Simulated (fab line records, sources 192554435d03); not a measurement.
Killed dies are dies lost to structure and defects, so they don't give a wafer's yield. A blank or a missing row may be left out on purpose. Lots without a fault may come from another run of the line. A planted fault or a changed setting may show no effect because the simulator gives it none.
fab line records | flow n5_finfet
record lots=9 wafers=27 last_day=17
route steps=1938 shown SD_EPI_P@304 SD_ACTIVATION@331 ILD0@341 BEOL_M4@1111
lots that met no fault: from a run of the same line without faults
start_h: hours from the record's first day to the start of the lot's first wafer shown | wait_h: hours since the lot's step before | " the same as in the row above | L1.1+2: a row that stands for several wafers | - no value, or no start given | * or withheld: withheld | < > ~ a bound
route shown NAME@n: a module of which the file shows steps, and the number in the route of the first | usual: mean/standard deviation of fault-free wafers | same: alike in all rows | chamber/n: place in a boat | sites: the reading at each site | _std_site: their standard deviation | _edge_site: outer sites' mean less inner sites' | radius_mm: how far each site lies from the wafer's centre | mask NAME#n: copy n | behind: the tool/chamber that last shaped the wafer | hold: why the lot was held/for how many hours/how that ended | device: the transistor (n, p or np) that didn't switch | end of line: the same wafers' tests at the end of the route | a step without rows: its recipe alone | killed: dies lost to structure and defects at the first sort, not the wafer's yield | map: a wafer's dies, x killed, . not, _ none there
set.NAME: the setting as run; set.NAME@STEP: as run at that earlier step | model.NAME: the simulator's own value behind a step, which no gauge read
steps of the route over a sample of lots; a table a step, a row a wafer
services: from which hour (start_h, from the record's first day; less than 0 if before it) a tool's chamber was out of use, for how many hours, and why
## steps
# step N5_SD_EPI_P_OVL_MEAS_10
# recipe points_per_wafer=44
# usual SD_P_BLK_OVL=-0.1/0.71
# columns lot.wafer tool chamber start_h wait_h SD_P_BLK_OVL[nm]
L846.3 overlay-01 0 59.87 0.0 -0.4
L846.5 " 0 " " -0.8
L846.6 " 0 " " -0.9
L848.1 overlay-02 0 72.06 0.0 -1.4
L848.4 " 0 " " -0.4
L848.6 " 0 " " -0.7
L850.2 overlay-02 0 84.18 0.0 0.6
L850.3 " 0 " " 0.1
L850.5 " 0 " " -0.3
L851.1 overlay-02 0 91.68 0.0 -0.5
L851.2 " 0 " " -0.3
L851.6 " 0 " " 0.4
L853.3 overlay-01 0 106.06 0.0 -0.3
L853.4 " 0 " " 1.4
L853.5 " 0 " " -0.1
L854.1 overlay-01 0 113.71 0.0 -1.5
L854.3 " 0 " " -1.4
L854.5 " 0 " " -1.1
L859.3 overlay-02 0 138.38 0.0 -0.2
L859.4 " 0 " " 0.8
L859.5 " 0 " " -0.5
L861.1 overlay-01 0 156.87 0.0 -1.8
L861.2 " 0 " " 0.0
L861.3 " 0 " " -0.5
L868.1 overlay-01 0 197.88 0.0 0.0
L868.2 " 0 " " 0.5
L868.4 " 0 " " 0.1
# step N5_SD_EPI_P_SD_RECESS_17
# recipe chemistry=HBr/Cl2/O2 target_depth_a=391 bt_time_s=3 pressure_mtorr=10 icp_w=800 bias_w=112 HBr_flow_sccm=150 Cl2_flow_sccm=80 O2_flow_sccm=12
# usual drypump_motor_current_A=5.8/0.32 oes_product_au=1.003/0.019 throttle_valve_pct=37.14/0.18
# columns lot.wafer tool chamber start_h wait_h drypump_motor_current_A oes_product_au rf_hours_counter_h throttle_valve_pct
L846.3 rie_si-04 2 60.62 0.0 5.4 1.014 155 37.09
L846.5 " 3 " " 5.9 0.982 - 37.31
L846.6 " 2 " " 5.3 1.014 - 37.11
L848.1 rie_si-01 0 72.81 0.0 6.0 0.983 53 37.04
L848.4 " 2 " " 5.5 0.975 159 37.37
L848.6 " 2 " " 5.5 0.971 - 37.36
L850.2 rie_si-05 1 85.18 0.0 5.3 1.029 150 36.94
L850.3 " 2 " " 5.5 0.994 126 36.90
L850.5 " 1 " " 5.3 1.037 - 36.94
L851.1 rie_si-04 1 92.42 0.0 6.1 1.015 82 37.45
L851.2 " 3 " " 6.0 0.982 53 37.32
L851.6 " 2 " " 5.4 1.009 - 37.10
L853.3 rie_si-05 0 106.81 0.0 6.0 0.993 125 37.15
L853.4 " 2 " " 5.5 0.998 126 36.91
L853.5 " 0 " " 6.0 0.997 - 37.17
L854.1 rie_si-05 0 114.79 0.0 6.0 0.995 125 37.15
L854.3 " 2 " " 5.5 1.001 126 36.90
L854.5 " 3 " " 5.7 0.986 - 36.98
L859.3 rie_si-04 3 139.68 0.0 6.0 0.977 54 37.33
L859.4 " 0 " " 6.1 1.021 24 37.25
L859.5 " 3 " " 6.0 0.974 - 37.32
L861.1 rie_si-01 3 157.61 0.0 6.0 0.971 101 36.89
L861.2 " 1 " " 6.2 1.003 180 37.05
L861.3 " 2 " " 5.5 0.976 160 37.36
L868.1 rie_si-05 0 198.63 0.0 5.9 0.997 127 37.16
L868.2 " 1 " " 5.3 1.033 152 36.96
L868.4 " 1 " " 5.3 1.033 - 36.96
# step N5_SD_ACTIVATION_LSA_01
# recipe temp_c=1080 time_s=0.0008 ambient=N2
# usual wafer_temp_C_max=1085.7/1.1
# columns lot.wafer tool chamber start_h wait_h wafer_temp_C_max
L846.3 laser_anneal-02 0 63.95 0.2 1086.5
L846.5 " 0 " " 1087.1
L846.6 " 0 " " 1085.0
L848.1 laser_anneal-02 0 76.95 0.2 1085.0
L848.4 " 0 " " 1086.5
L848.6 " 0 " " 1083.8
L850.2 laser_anneal-02 0 89.33 0.2 1087.1
L850.3 " 0 " " 1086.6
L850.5 " 0 " " 1089.7
L851.1 laser_anneal-01 0 95.74 0.2 1084.9
L851.2 " 0 " " 1084.1
L851.6 " 0 " " 1085.4
L853.3 laser_anneal-01 0 112.27 0.2 1086.4
L853.4 " 0 " " 1086.9
L853.5 " 0 " " 1085.9
L854.1 laser_anneal-02 0 120.05 0.2 1086.8
L854.3 " 0 " " 1085.0
L854.5 " 0 " " 1086.5
L859.3 laser_anneal-02 0 144.99 0.2 1027.8
L859.4 " 0 " " 1027.5
L859.5 " 0 " " 1027.6
L861.1 laser_anneal-02 0 162.83 0.2 1030.6
L861.2 " 0 " " 1028.2
L861.3 " 0 " " 1026.6
L868.1 laser_anneal-01 0 202.11 0.2 1086.9
L868.2 " 0 " " 1086.0
L868.4 " 0 " " 1085.8
# step N5_SD_ACTIVATION_RS_MEAS_03
# recipe thk_meas_gauge=four-point-probe
# usual RS_SD_N=22.0/0.31 RS_SD_P=56.5/0.82
# columns lot.wafer tool chamber start_h wait_h RS_SD_N[ohm/sq] RS_SD_P[ohm/sq]
L846.3 film_metro-02 - 64.15 0.2 22.5 56.7
L846.5 " - " " 22.1 56.3
L846.6 " - " " 22.2 56.0
L848.1 film_metro-02 - 77.15 0.2 21.7 56.2
L848.4 " - " " 21.5 55.8
L848.6 " - " " 21.9 56.4
L850.2 film_metro-02 - 89.52 0.2 22.6 56.7
L850.3 " - " " 22.6 57.1
L850.5 " - " " 23.0 57.3
L851.1 film_metro-01 - 95.94 0.2 21.3 56.8
L851.2 " - " " 21.7 57.0
L851.6 " - " " 21.6 56.8
L853.3 film_metro-01 - 112.47 0.2 22.1 56.9
L853.4 " - " " 22.2 56.8
L853.5 " - " " 22.2 57.4
L854.1 film_metro-01 - 120.25 0.2 22.2 57.2
L854.3 " - " " 22.5 56.8
L854.5 " - " " 22.3 57.6
L859.3 film_metro-01 - 145.17 0.2 28.3 58.8
L859.4 " - " " 27.9 59.1
L859.5 " - " " 27.7 58.7
L861.1 film_metro-01 - 163.04 0.2 27.5 56.9
L861.2 " - " " 27.4 58.2
L861.3 " - " " 27.1 58.4
L868.1 film_metro-01 - 202.31 0.2 22.1 56.5
L868.2 " - " " 21.7 56.3
L868.4 " - " " 22.2 56.0
# step N5_ILD0_THK_MEAS_08
# usual thk_nm=138.7/0.91
# columns lot.wafer tool chamber start_h wait_h thk_nm
L846.3 film_metro-02 - 67.63 - 138.5
L846.5 " - " " 138.1
L846.6 " - " " 138.1
L848.1 film_metro-01 - 80.61 - 138.8
L848.4 " - " " 140.0
L848.6 " - " " 139.0
L850.2 film_metro-01 - 93.73 - 138.1
L850.3 " - " " 139.7
L850.5 " - " " 139.3
L851.1 film_metro-02 - 100.25 - 138.3
L851.2 " - " " 138.8
L851.6 " - " " 139.2
L853.3 film_metro-02 - 116.13 - 138.9
L853.4 " - " " 139.7
L853.5 " - " " 139.0
L854.1 film_metro-02 - 123.60 - 138.2
L854.3 " - " " 138.2
L854.5 " - " " 139.0
L859.3 film_metro-02 - 148.54 - 137.9
L859.4 " - " " 137.2
L859.5 " - " " 137.6
L861.1 film_metro-02 - 166.38 - 137.8
L861.2 " - " " 136.7
L861.3 " - " " 137.7
L868.1 film_metro-01 - 205.66 - 138.9
L868.2 " - " " 138.4
L868.4 " - " " 138.7
# step N5_BEOL_M4_RC_MEAS_101
# usual DIBL_N=36.3/1.2 DIBL_P=36.7/1.5 IOFF_N=0.164/0.02 IOFF_P=0.214/0.024 ION_N=673/8.5 ION_P=461/5.9 RC_DENSE_N=19.1/0.35 RC_N=15.57/0.27 REXT_N=75.3/1.5 RS_SD_N=28.5/0.36 SS_N=71.6/0.44 SS_P=73.3/0.55 VT_N=249.4/2.4 VT_P=-250.0/2.3
# columns lot.wafer tool chamber start_h wait_h DIBL_N[mV/V] DIBL_P[mV/V] IOFF_N[nA/um] IOFF_P[nA/um] ION_N[uA/um] ION_P[uA/um] RC_DENSE_N[ohm.um] RC_N[ohm.um] REXT_N[ohm.um] RS_SD_N[ohm/sq] SS_N[mV/dec] SS_P[mV/dec] VT_N[mV] VT_P[mV]
L846.3 prober-02 0 172.04 0.3 36.6 35.3 0.157 0.211 666 463 19.6 15.94 75.1 28.8 71.3 72.8 249.4 -248.3
L846.5 " 0 " " 36.5 34.2 0.150 0.201 667 459 18.9 15.47 73.6 28.9 72.1 73.1 252.6 -251.7
L846.6 " 0 " " 37.0 35.8 0.172 0.227 672 464 19.2 15.58 74.2 28.6 71.7 73.0 248.8 -248.0
L848.1 prober-02 0 174.60 0.0 37.0 37.7 0.187 0.214 688 461 18.2 14.95 74.1 27.8 72.5 73.3 246.9 -248.0
L848.4 " 0 " " 35.4 36.0 0.150 0.183 673 456 18.6 15.12 75.0 27.9 71.9 73.1 251.1 -253.8
L848.6 " 0 " " 34.7 35.2 0.138 0.173 665 456 19.0 15.39 75.9 28.2 71.7 72.8 250.6 -253.1
L851.1 prober-01 0 203.66 0.0 36.4 36.7 0.144 0.225 652 459 19.4 15.97 73.8 27.8 70.8 73.0 252.7 -248.0
L851.2 " 0 " " 33.3 33.2 0.112 0.173 676 465 20.0 16.15 73.0 28.1 70.8 71.9 254.2 -249.8
L851.6 " 0 " " 35.5 35.5 0.134 0.205 669 464 19.3 15.67 72.8 28.2 71.2 72.8 252.9 -250.0
L850.2 prober-01 0 205.67 0.2 37.4 37.3 0.179 0.263 691 480 18.4 15.10 75.9 29.4 71.8 73.7 247.9 -244.0
L850.3 " 0 " " 37.9 38.3 0.193 0.274 672 466 18.9 15.45 76.8 28.9 72.1 74.0 243.3 -242.7
L850.5 " 0 " " 36.1 36.5 0.152 0.238 689 474 19.2 15.59 77.7 29.6 71.8 73.6 246.9 -246.4
L854.1 prober-01 0 232.24 0.0 36.3 37.8 0.171 0.235 689 472 19.2 15.66 75.6 28.8 71.7 73.8 245.1 -249.2
L854.3 " 0 " " 36.8 38.2 0.169 0.243 678 466 18.8 15.56 76.1 29.0 71.7 72.6 248.6 -249.1
L854.5 " 0 " " 36.5 37.6 0.159 0.227 676 464 19.0 15.66 75.9 28.9 71.7 73.7 250.6 -249.4
L853.3 prober-01 0 234.01 0.3 36.1 37.7 0.172 0.219 683 464 18.8 15.51 73.1 28.9 71.6 73.4 248.2 -248.6
L853.4 " 0 " " 35.7 37.2 0.164 0.210 677 464 18.9 15.60 73.3 28.6 72.1 73.6 248.6 -251.2
L853.5 " 0 " " 37.2 39.5 0.199 0.248 689 465 19.0 15.39 73.5 28.7 72.6 75.0 244.6 -247.5
L859.3 prober-01 0 254.05 0.3 36.9 36.8 0.170 0.222 663 459 23.8 19.58 87.7 35.3 72.1 73.9 251.7 -249.7
L859.4 " 0 " " 36.3 36.3 0.161 0.218 659 459 24.0 19.44 87.0 34.9 71.3 73.3 248.6 -249.8
L859.5 " 0 " " 36.4 36.3 0.156 0.223 667 466 24.1 19.69 87.8 34.9 72.5 73.4 253.6 -249.6
L861.1 prober-02 0 269.18 0.0 35.7 36.7 0.155 0.231 667 465 23.0 18.89 83.1 34.3 72.0 73.3 249.6 -248.3
L861.2 " 0 " " 33.9 33.7 0.126 0.189 658 462 24.5 19.71 82.9 33.9 71.4 72.7 251.6 -248.7
L861.3 " 0 " " 34.9 34.7 0.137 0.191 652 456 23.2 18.99 81.6 34.4 71.1 72.7 250.7 -251.4
L868.1 prober-02 0 307.18 0.0 36.3 38.1 0.159 0.214 680 465 18.8 15.25 74.1 28.4 71.2 73.8 251.0 -251.5
L868.2 " 0 " " 36.1 38.3 0.160 0.214 672 465 18.9 15.62 73.4 28.1 71.2 73.3 251.5 -250.7
L868.4 " 0 " " 38.6 40.1 0.200 0.258 682 469 19.4 15.71 74.0 28.6 72.3 74.7 247.2 -249.7
## services
# columns tool chamber start_h hours kind
rie_si-01 0 42.16 4.2 repair
rie_si-01 3 51.92 8.0 repair
laser_anneal-01 - 75.51 4.5 pm
laser_anneal-02 - 109.27 9.0 pm
laser_anneal-01 - 144.41 1.3 pm
laser_anneal-02 - 145.71 2.1 pm
rie_si-01 2 174.11 15.4 repair
rie_si-05 3 185.26 - clean
rie_si-05 3 185.26 18.1 scheduled_down
rie_si-05 3 185.26 18.1 vent_cycle
laser_anneal-01 - 188.85 9.7 repair
rie_si-01 - 196.32 2.8 pm
## key
first_sign step=N5_SD_ACTIVATION_LSA_01 reading=wafer_temp_C_max direction=down sigmas=51 usual=* struck=*
effect step=N5_SD_ACTIVATION_RS_MEAS_03 reading=RS_SD_N direction=up sigmas=18 usual=22.0 struck=27.6
effect step=N5_BEOL_M4_RC_MEAS_101 reading=RS_SD_N direction=up sigmas=17 usual=28.5 struck=34.6
effect step=N5_BEOL_M4_RC_MEAS_101 reading=RC_N direction=up sigmas=14 usual=15.57 struck=19.38
effect step=N5_BEOL_M4_RC_MEAS_101 reading=RC_DENSE_N direction=up sigmas=13 usual=19.1 struck=23.8
effect step=N5_BEOL_M4_RC_MEAS_101 reading=REXT_N direction=up sigmas=6.7 usual=75.3 struck=85.0
met_at N5_SD_ACTIVATION_LSA_01
struck_lots L859,L861
not_acting_at N5_SD_EPI_P_OVL_MEAS_10,N5_SD_EPI_P_SD_RECESS_17,N5_ILD0_THK_MEAS_08
onset_between 120.05 144.99
fault kind=process_parameter_drift tool=laser_anneal-02 chamber=- onset_h=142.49 steps=N5_SD_ACTIVATION_LSA_01 channel=temp_c offset=* shape=step end_h=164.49 stated=*
